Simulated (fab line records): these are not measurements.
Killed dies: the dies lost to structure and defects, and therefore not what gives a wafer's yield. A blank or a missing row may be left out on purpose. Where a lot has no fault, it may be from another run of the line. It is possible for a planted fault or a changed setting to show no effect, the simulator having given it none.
The tool behind it: which one? | flow n5Finfet | 10 lots, 30 wafers sampled, at 1 step of a route of 1938

## WHAT EACH GAUGE READ, for each wafer
N5_BEOL_M4_RC_MEAS_101. Usual: DIBL_N 36.0 mV/V, standard deviation 1.9; DIBL_P 35.6 mV/V, standard deviation 2.2; IOFF_N 0.15 nA/um, standard deviation 0.031; IOFF_P 0.19 nA/um, standard deviation 0.032; ION_N 668 uA/um, standard deviation 11; ION_P 455 uA/um, standard deviation 7.2; SS_N 71.5 mV/dec, standard deviation 0.65; SS_P 73.4 mV/dec, standard deviation 0.64; VT_N 251 mV, standard deviation 3.6; VT_P -253 mV, standard deviation 3.3.
lot  | measured     | on        | DIBL_N (mV/V)  | DIBL_P (mV/V)  | IOFF_N (nA/um) | IOFF_P (nA/um) | ION_N (uA/um) | ION_P (uA/um) | SS_N (mV/dec)  | SS_P (mV/dec)  | VT_N (mV)   | VT_P (mV)      | flag
L280 | day 8 22:11  | prober-01 | 36.4 35.7 37.5 | 35.6 34.2 36.3 | 0.15 0.14 0.17 | 0.21 0.19 0.22 | 671 664 675   | 461 460 457   | 70.7 70.1 71.0 | 73.6 73.3 73.7 | 249 251 250 | -249 -251 -250 | 
L281 | day 9 01:53  | prober-02 | 35.0 35.1 36.2 | 34.2 34.4 36.1 | 0.11 0.12 0.13 | 0.14 0.14 0.16 | 661 658 669   | 445 444 453   | 72.1 71.0 71.8 | 72.7 72.9 73.5 | 258 254 252 | -259 -256 -258 | 
L283 | day 10 10:39 | prober-02 | 38.1 36.1 35.0 | 37.8 36.1 33.9 | 0.20 0.16 0.15 | 0.23 0.20 0.17 | 685 676 665   | 463 459 453   | 71.4 71.4 71.7 | 73.6 73.3 72.9 | 241 251 251 | -249 -253 -254 | 
L286 | day 11 01:13 | prober-01 | 37.8 38.2 36.1 | 38.5 39.4 37.7 | 0.18 0.19 0.16 | 0.21 0.23 0.21 | 682 678 677   | 457 459 466   | 72.4 72.5 71.5 | 73.8 73.5 73.6 | 249 249 248 | -252 -253 -252 | 
L285 | day 11 01:40 | prober-02 | 33.2 38.8 34.7 | 32.0 39.7 34.8 | 0.11 0.21 0.13 | 0.14 0.25 0.18 | 649 672 658   | 441 453 454   | 72.3 73.0 71.3 | 71.9 73.9 73.4 | 260 246 255 | -256 -249 -252 | 
L287 | day 11 06:08 | prober-01 | 35.6 35.2 37.1 | 33.8 34.4 36.4 | 0.12 0.12 0.16 | 0.16 0.16 0.20 | 663 653 662   | 451 453 452   | 71.1 70.9 71.8 | 72.4 73.9 73.0 | 253 254 251 | -256 -254 -253 | 
L298 | day 14 01:58 | prober-02 | 39.8 38.8 38.1 | 39.7 38.4 37.0 | 0.22 0.18 0.17 | 0.24 0.24 0.20 | 700 674 671   | 467 462 458   | 71.8 72.7 71.4 | 74.1 74.6 73.9 | 248 248 250 | -250 -252 -253 | 
L300 | day 14 10:26 | prober-02 | 35.0 35.7 36.2 | 34.7 34.8 35.4 | 0.14 0.15 0.14 | 0.19 0.18 0.19 | 672 666 658   | 460 452 449   | 71.3 72.6 71.9 | 73.9 74.2 73.3 | 254 251 256 | -254 -253 -252 | 
L297 | day 14 10:49 | prober-01 | 38.0 36.8 38.8 | 36.6 34.7 37.1 | 0.17 0.14 0.18 | 0.21 0.18 0.21 | 677 666 683   | 463 459 461   | 70.9 71.3 72.0 | 74.0 73.7 73.4 | 249 248 248 | -251 -253 -250 | 
L302 | day 14 21:43 | prober-02 | 33.1 34.7 34.6 | 33.5 35.8 37.0 | 0.11 0.13 0.14 | 0.13 0.16 0.17 | 662 666 665   | 444 443 449   | 70.6 71.6 71.9 | 72.9 73.6 74.3 | 259 255 252 | -262 -262 -259 | 

## TOOL THAT RAN EACH LOT (tool first, then ch and the chambers of the sampled wafers, then the start)
Record: no process step prior to these readings.

## AS READ BY THE TOOLS THEMSELVES (means over the sampled wafers that have a number; for cases with no such wafer, the mark the record gives instead)
The record holds no such reading with a usual standard deviation.

## THE ANSWER, worked out from the rows above alone
Rule: a lot is off if the mean of its wafers that have a number lies more than 3 standard deviations from the usual mean. Also off: a lot with no number at a reading for which 4 or more lots have one. Any other lot the step has rows for is counted as sound. After the gauges, taken in route order, come the tools' own readings; for these a lot's mean is taken, as printed above. The first step at which some lot is off is used, and at that step the reading that is off furthest; a lot without a number counts as furthest.
No lot is off on any of the readings shown, so nothing can be concluded from this.

## WHAT THE SIMULATOR PUT IN
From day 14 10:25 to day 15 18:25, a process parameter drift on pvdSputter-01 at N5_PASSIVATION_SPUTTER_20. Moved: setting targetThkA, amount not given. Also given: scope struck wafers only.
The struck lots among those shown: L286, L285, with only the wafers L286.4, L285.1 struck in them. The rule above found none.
